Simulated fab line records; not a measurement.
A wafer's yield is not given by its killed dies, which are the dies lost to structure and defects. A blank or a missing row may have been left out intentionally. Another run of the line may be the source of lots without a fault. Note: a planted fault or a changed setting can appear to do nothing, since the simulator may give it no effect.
A struck lot beside a sound one | flow n5-finfet | 19 steps out of a route of 1938
Sound: wafers L486.2, L486.4, L486.6. Wafers struck: L483.2, L483.5. The cause is named last.
Each step with rows lists, per side, the tool, then ch with its chambers, then its first start. Under that, the readings that differ: sound wafers | struck wafers | difference of the means | sigmas: that difference in standard deviations of wafers without a fault.
alike: a reading whose means differ by less than 2 such deviations, as well as words and numbers matching on both sides. not compared: withheld readings; readings where some wafer has no value; bounds like >300 that might hide an equal value; numbers whose values overlap and for which the record gives no deviation.
The two part at a step that has a row with sigmas, a row that says differs or no value, or rows on one side only. Numbers that have no deviation but don't overlap get no sigmas and don't part them. A reading missing from all wafers of one side parts the sides only when that side holds two or more wafers.

N5_BEOL_M3_INSPECT_30: inspects for defects (brightfield).
  sound: defect-inspect-01 at day 12 18:59; struck: defect-inspect-02 at day 11 13:32
  alike: raw-defect-count
then, 1 step without rows for these wafers: N5_BEOL_M3_DESCUM_33 (chemistry O2, time 7 s).
N5_BEOL_M3_ETCH_77: etches underlayer in N2/H2, target depth 6.5 nm, time 5.2 s.
  sound on rie-diel-01 ch 0,1,2, day 12 19:03; struck on rie-diel-02 ch 3, day 11 13:36
  reading                         | sound          | struck    | difference | sigmas
  showerhead-plenum-p-Torr (Torr) | 2.69 2.60 2.55 | 2.41 2.41 | -0.20      | -2
  alike: drypump-motor-current-A, etch-rf-on-time-s, n2-flow-sccm, oes-product-au, rf-vpp-V, throttle-valve-pct
  not compared: rf-hours-counter-h
then, 1 step without rows for these wafers: N5_BEOL_M3_ETCH_69 (etches SiARC in CF4, target depth 15.6 nm, time 26 s).
N5_BEOL_M3_ALD_98: deposits SiO2, target thk 2.5 nm, pulse time 1 s, co reactant pulse time 1 s.
  sound on ald-sin-03 ch 0,2, day 12 19:31; struck on ald-sin-03 ch 0,3, day 11 13:42
  alike: chamber-pressure-Torr, heater-power-w, precursor-pulse-height-rel
N5_BEOL_M3_ETCHBACK_99: etches SiO2 in CHF3, target depth 5 nm, time 10.4 s.
  sound on rie-diel-02 ch 0,1,3, day 13 04:41; struck on rie-diel-01 ch 0, day 11 13:49
  alike: drypump-motor-current-A, oes-product-au, rf-vpp-V, showerhead-plenum-p-Torr, throttle-valve-pct
  not compared: rf-hours-counter-h
N5_BEOL_M3_ETCH_70: etches SOC in N2/H2, target depth 80 nm, overetch 16 nm, time 120 s.
  sound on rie-diel-02 ch 0,1,3, day 13 04:44; struck on rie-diel-01 ch 0, day 11 13:51
  alike: drypump-motor-current-A, n2-flow-sccm, oes-product-au, rf-vpp-V, run-length-s, showerhead-plenum-p-Torr, throttle-valve-pct
  not compared: rf-hours-counter-h
then, 2 steps without rows for these wafers: N5_BEOL_M3_STRIP_71 (strips in N2/H2); N5_BEOL_M3_STRIP_78 (strips in N2/H2).
N5_BEOL_M3_VIA_ETCH_34: etches the open film in C4F6/O2, target depth 69.4 nm, time 65.9 s.
  sound on rie-diel-02 ch 0,1,3, day 13 04:50; struck on rie-diel-01 ch 0, day 11 13:57
  reading                | sound          | struck    | difference | sigmas
  throttle-valve-pct (%) | 30.8 31.5 31.1 | 30.2 30.2 | -0.9       | -2
  alike: drypump-motor-current-A, oes-product-au, rf-vpp-V, run-length-s, showerhead-plenum-p-Torr
  not compared: rf-hours-counter-h
then, 2 steps without rows for these wafers: N5_BEOL_M3_STRIP_83 (strips in C4F6/O2); N5_BEOL_M3_STRIP_36 (strips in N2/H2).
N5_BEOL_M3_TRENCH_ETCH_37: etches SiOC in C4F6/O2, target depth 55.555 nm, time 29.2 s.
  sound on rie-diel-02 ch 0,1,3, day 13 04:56; struck on rie-diel-01 ch 0, day 11 14:03
  reading                                    | sound             | struck     | difference | sigmas
  run-length-s (s)                           | 52.5 52.5 54.0    | 46.8 46.9  | -6.2       | -13
  model.etch.depth-nm (nm)                   | 57.25 55.28 54.49 | 45.06 45.1 | -10.59     |
  model.BEOL_M3.feature-depth-nm (nm)        | 57.2 55.2 54.4    | 45 45.2    | -10        |
  model.TiN_of_BEOL_M3_HM_DEP_02.thk-nm (nm) | 17.6 17.8 17.8    | 18.6 18.4  | +0.8       |
  alike: drypump-motor-current-A, oes-product-au, rf-vpp-V, showerhead-plenum-p-Torr, throttle-valve-pct
  not compared: rf-hours-counter-h
then, 2 steps without rows for these wafers: N5_BEOL_M3_ETCH_41 (etches SiCN in CH3F/O2, target depth 29.9 nm, time 52.5 s); N5_BEOL_M3_STRIP_97 (strips in N2/H2, time 10 s).
N5_BEOL_M3_OCD_MEAS_38:
  sound: ocd-02 at day 13 05:05; struck: ocd-02 at day 11 14:13
  reading              | sound          | struck    | difference | sigmas
  trench-depth-nm (nm) | 57.5 55.3 55.0 | 45.7 45.0 | -10.6      | -10
then, 1 step without rows for these wafers: N5_BEOL_M3_HM_STRIP_39 (strips TiN in peroxide tin strip, target depth 25 nm, time 158 s).
N5_BEOL_M4_RC_MEAS_101:
  sound on prober-01 ch 0, day 13 20:31; struck on prober-02 ch 0, day 12 07:05
  reading        | sound          | struck    | difference | sigmas
  IOFF_P (nA/um) | 0.22 0.19 0.18 | 0.24 0.34 | +0.09      | +2
  ION_N (uA/um)  | 668 665 668    | 688 710   | +32        | +2
  ION_P (uA/um)  | 455 464 458    | 483 488   | +26        | +3
  SS_N (mV/dec)  | 71.4 71.0 70.6 | 71.8 73.0 | +1.4       | +2
  VT_N (mV)      | 253 252 256    | 248 243   | -8         | -2
  VT_P (mV)      | -252 -254 -254 | -247 -243 | +8         | +2
  alike: DIBL_N, DIBL_P, IOFF_N, SS_P
-- here the record skips 5 days between the struck wafers' starts before and after, leaving off in module BEOL_M4 and picking up in module PASSIVATION (first step shown: number 1936 of the route) --
N5_PASSIVATION_PROBE_49:
  sound: prober-01 at day 18 14:50; struck: prober-01 at day 17 03:44
  reading            | sound    | struck | difference | sigmas
  killed_at_M0_to_M3 | 59 40 55 | 31 21  | -25        | -2
  alike: defect-limited-yield, killed_at_M4_up, killed-at-contacts, killed-at-front-end, killed-at-other, killed-dies, killed-open, killed-short, sort_bin_4_leakage, sort_bin_5_function, sort_bin_6_memory, sort-n-pass, sort-yield-pct

WHERE THEY PART
At N5_BEOL_M3_ETCH_77 first; at N5_PASSIVATION_PROBE_49 last (within this record only).

WHY: the cause the simulator had injected
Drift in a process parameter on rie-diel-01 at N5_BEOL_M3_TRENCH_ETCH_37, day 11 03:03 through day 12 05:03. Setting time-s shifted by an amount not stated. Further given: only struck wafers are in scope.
